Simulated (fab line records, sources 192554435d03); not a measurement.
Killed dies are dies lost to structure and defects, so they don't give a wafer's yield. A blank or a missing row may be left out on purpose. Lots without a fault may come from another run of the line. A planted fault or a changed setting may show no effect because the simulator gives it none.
A struck lot beside a sound one | flow n5_finfet | 38 steps out of a route of 1938
Sound: wafers L141.1, L141.4, L141.5. Struck: wafers L154.1, L154.4, L154.6. The cause comes at the end.
At each step with rows: each side's tool, then ch and its chambers, then its first start. Under that, the readings that differ: sound wafers | struck wafers | difference of the means | sigmas: that difference in standard deviations of wafers without a fault.
alike: readings whose means differ by less than 2 such deviations, and words and numbers that are the same on both sides. not compared: withheld readings, readings that some wafer has no value for, bounds like >300 that may hide the same value, and numbers for which the record gives no deviation and whose values overlap.
The two part at a step that has a row with sigmas, a row that says differs or no value, or rows on one side only. Numbers that don't overlap but have no deviation are shown without sigmas and don't part them. A reading that every wafer of one side lacks parts them only if that side has two wafers or more.

first, 9 steps without rows for these wafers: N5_BEOL_M7_DESCUM_33 (chemistry O2, time 7 s); N5_BEOL_M7_ETCH_72 (etches underlayer in N2/H2, target depth 6.5 nm, time 5.2 s); N5_BEOL_M7_ETCH_65 (etches SiARC in CF4, target depth 15.6 nm, time 26 s); N5_BEOL_M7_ETCH_66 (etches SOC in N2/H2, target depth 80 nm, overetch 16 nm, time 120 s); N5_BEOL_M7_STRIP_69 (strips in N2/H2); N5_BEOL_M7_STRIP_73 (strips in N2/H2); N5_BEOL_M7_VIA_ETCH_34 (etches SiCOH lowk in C4F6/O2, target depth 125.5 nm, time 50.5 s); N5_BEOL_M7_STRIP_76 (strips in C4F6/O2); N5_BEOL_M7_STRIP_36 (strips in N2/H2).
N5_BEOL_M7_TRENCH_ETCH_37: etches SiCOH lowk in C4F6/O2, target depth 93.478 nm, time 31.2 s.
  sound on rie_diel-06 ch 1,3, day 9 16:23; struck on rie_diel-06 ch 0,2,3, day 12 13:16
  reading                             | sound             | struck            | difference | sigmas
  oes_f_703_au (a.u.)                 | 0.94 0.73 0.72    | 0.50 0.50 0.53    | -0.29      | -3
  oes_o_777_au (a.u.)                 | 0.94 0.73 0.73    | 0.53 0.53 0.57    | -0.26      | -3
  rf_fwd_power_W (W)                  | 336.9 341.4 343.1 | 255.3 258.8 256.1 | -83.7      | -44
  rf_vpp_V (V)                        | 663 685 686       | 778 788 762       | +98        | +10
  model.BEOL_M7.feature_depth_nm (nm) | 96.6 91.4 91.8    | 85.8 82.6 83.6    | -9.3       |
  model.etch.depth_nm (nm)            | 96.63 91.48 91.71 | 85.9 82.68 83.6   | -9.2       |
  alike: drypump_motor_current_A, oes_ar_750_au, oes_product_au, showerhead_plenum_p_Torr, throttle_valve_pct
  not compared: rf_hours_counter_h
then, 2 steps without rows for these wafers: N5_BEOL_M7_ETCH_41 (etches SiCN in CH3F/O2, target depth 31.9 nm, time 57.8 s); N5_BEOL_M7_STRIP_80 (strips in N2/H2, time 10 s).
N5_BEOL_M7_OCD_MEAS_38:
  sound on ocd-02, day 9 16:32; struck on ocd-01, day 12 13:26
  reading              | sound          | struck         | difference | sigmas
  trench_depth_nm (nm) | 96.5 91.4 92.0 | 86.4 82.0 83.5 | -9.3       | -5
then, 13 steps without rows for these wafers: N5_BEOL_M7_HM_STRIP_39 (strips TiN in peroxide tin strip, target depth 25 nm, time 158 s); N5_BEOL_M7_SRD_40 (time 30 s); N5_BEOL_M7_PRECLEAN_42 (cleans in residue remover, time 60 s); N5_BEOL_M7_SRD_43 (time 30 s); N5_BEOL_M7_CURE_75 (cures SiCOH lowk, time 120 s); N5_BEOL_M7_DEGAS_44 (time 60 s); N5_BEOL_M7_PRE_CLEAN_45 (time 30 s); N5_BEOL_M7_ALD_77 (deposits TaN, target thk 2 nm, pulse time 2 s, purge time 3 s); N5_BEOL_M7_SURFACE_TREAT_79; N5_BEOL_M7_CVD_78 (deposits Co from CCTBA/H2, target thk 2 nm, time 142.3 s); N5_BEOL_M7_SPUTTER_48 (material Cu, target thk 10 nm, time 1.667 s); N5_BEOL_M7_ECD_50 (material Cu, target thk 300 nm); N5_BEOL_M7_ANNEAL_51 (time 90 s).
N5_BEOL_M7_CMP_52: polishes, stops on SiCOH lowk, t overpolish 6.9 s, target thk 80 nm.
  sound on cmp-01 ch 0,1,2, day 9 18:46; struck on cmp-03 ch 0,1,3, day 12 15:33
  reading                                | sound       | struck       | difference | sigmas
  motor_current_A (A)                    | 6.6 6.3 6.6 | 5.6 5.3 5.6  | -1.0       | -2
  model.Cu_of_BEOL_M7_ECD_50.thk_nm (nm) | 82.4 77 78  | 73.2 68.8 72 | -7.8       |
  alike: barrier_field_endpoint_s, overpolish_run_s, slurry_filter_dp_kPa, time_to_endpoint_s
N5_BEOL_M7_THK_MEAS_53: measures by xrf.
  sound on film_metro-01, day 9 18:59; struck on film_metro-02, day 12 15:46
  reading     | sound          | struck         | difference | sigmas
  M7_THK (nm) | 83.4 77.8 79.3 | 74.3 69.7 72.6 | -8.0       | -4
then, 2 steps without rows for these wafers: N5_BEOL_M7_PRE_CLEAN_55 (time 15 s); N5_BEOL_M7_DEP_56 (deposits SiCN from 3MS/NH3, target thk 10 nm, time 17.5 s).
N5_BEOL_M7_RS_MEAS_57: measures by four-point-probe.
  sound on film_metro-01, day 9 19:07; struck on film_metro-02, day 12 15:54
  reading        | sound             | struck            | difference | sigmas
  M7_RS (ohm/sq) | 0.276 0.299 0.294 | 0.318 0.342 0.324 | +0.038     | +4
then, 5 steps without rows for these wafers: N5_BEOL_M8_ILD_DEP_00 (deposits SiCOH lowk from DEMS/porogen, target thk 179.75 nm, time 33.4 s); N5_BEOL_M8_CURE_74 (cures SiCOH lowk, time 240 s); N5_BEOL_M8_PECVD_70 (deposits SiO2 from TEOS/O2, target thk 20 nm, time 22.7 s); N5_BEOL_M8_HM_DEP_02 (deposits TiN, target thk 20 nm); N5_BEOL_M8_COAT_59 (time 60 s, resist thk 100 nm).
-- the record jumps here: 3 days lie between the struck wafers' starts before and after (it left off in module BEOL_M8 and takes up again in module BEOL_M15, whose first step shown is number 1830 of the route) --
N5_BEOL_M15_RC_MEAS_101:
  sound on prober-01 ch 0, day 12 11:07; struck on prober-01 ch 0, day 15 14:35
  reading                   | sound                    | struck                    | difference | sigmas
  COMB_M11 (S/m)            | 1.5e-11 7.2e-12 1.01e-11 | 1.65e-11 1.66e-11 1.5e-11 | +5.27e-12  | +2
  COMB_M14 (S/m)            | 3.7e-12 2.9e-12 2.6e-12  | 4e-12 4.7e-12 5.4e-12     | +2e-12     | +2
  SERP_M7 (ohm/um)          | 13.7 14.2 14.5           | 15.6 16.2 15.3            | +1.6       | +3
  SERP_M7_max_site (ohm/um) | 14.8 15.0 15.2           | 16.2 17.4 15.6            | +1.4       | +2
  alike: COMB_M10, COMB_M12, COMB_M13, COMB_M15, COMB_M5, COMB_M6, COMB_M7, COMB_M8, COMB_M9, SERP_M10, SERP_M11, SERP_M12, SERP_M13, SERP_M14, SERP_M5, SERP_M6, SERP_M8, SERP_M9
then, 1 step without rows for these wafers: N5_PASSIVATION_PROBE_49.

WHERE THEY PART
First at N5_BEOL_M7_TRENCH_ETCH_37; last, within this record, at N5_BEOL_M15_RC_MEAS_101.

WHY: what the simulator had put in
Process parameter drift: rie_diel-06, from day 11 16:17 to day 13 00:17, at N5_BEOL_M7_TRENCH_ETCH_37. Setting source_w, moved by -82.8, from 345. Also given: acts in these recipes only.
